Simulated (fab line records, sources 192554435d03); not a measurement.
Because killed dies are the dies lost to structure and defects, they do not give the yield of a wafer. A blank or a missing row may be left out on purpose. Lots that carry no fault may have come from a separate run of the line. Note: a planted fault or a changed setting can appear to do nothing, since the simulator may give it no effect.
Chamber matching + flow n5 finfet + N5_BEOL_M13_DESCUM_33 on rie diel-05 has 4 sister chambers
The step chemistry O2, time 7.9 s. 4 wafers are shown with their chamber, then 10 later ones without.

## WAFERS WITH THEIR CHAMBER
| wafer  | chamber | drypump motor current A (A) |
|--------|---------|-----------------------------|
| L087.3 | 2       | 5.7                         |
| L086.1 | 1       | 5.8                         |
| L088.1 | 3       | 5.7                         |
| L088.3 | 0       | 5.2                         |

## WAFERS WITHOUT THEIR CHAMBER
| wafer  | drypump motor current A (A) |
|--------|-----------------------------|
| L088.5 | 5.8                         |
| L091.1 | 5.8                         |
| L091.2 | 5.8                         |
| L091.4 | 5.2                         |
| L095.1 | 5.3                         |
| L095.2 | 5.8                         |
| L095.5 | 5.8                         |
| L097.2 | 5.2                         |
| L097.5 | 5.8                         |
| L097.6 | 5.7                         |

## EACH ONE'S CHAMBER
| wafer  | from the rows above     | in truth                   |
|--------|-------------------------|----------------------------|
| L088.5 | 1                       | 1                          |
| L091.1 | 1                       | 1                          |
| L091.2 | 1                       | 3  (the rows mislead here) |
| L091.4 | 0                       | 0                          |
| L095.1 | 0                       | 0                          |
| L095.2 | 1                       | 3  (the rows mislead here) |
| L095.5 | 1                       | 1                          |
| L097.2 | 0                       | 0                          |
| L097.5 | 1                       | 1                          |
| L097.6 | can't be placed: 2 or 3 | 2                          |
Correct placement for 7 of the 10. From these rows, 1 cannot be placed; in 1 the true chamber is one of the candidates. Number placed wrongly: 2.
How it was worked out, from the rows above alone: a wafer's distance from a chamber is the root of the sum, over the readings, of the square of ((its reading less the chamber's mean) divided by the reading's scatter). If the next closest chamber is less than 2 further off than the closest, the wafer can't be placed; otherwise it belongs to the closest. A chamber's mean is the mean of its shown wafers. The scatter: root of mean squared gap, hidden wafer to nearest shown wafer, with one shown wafer a chamber.
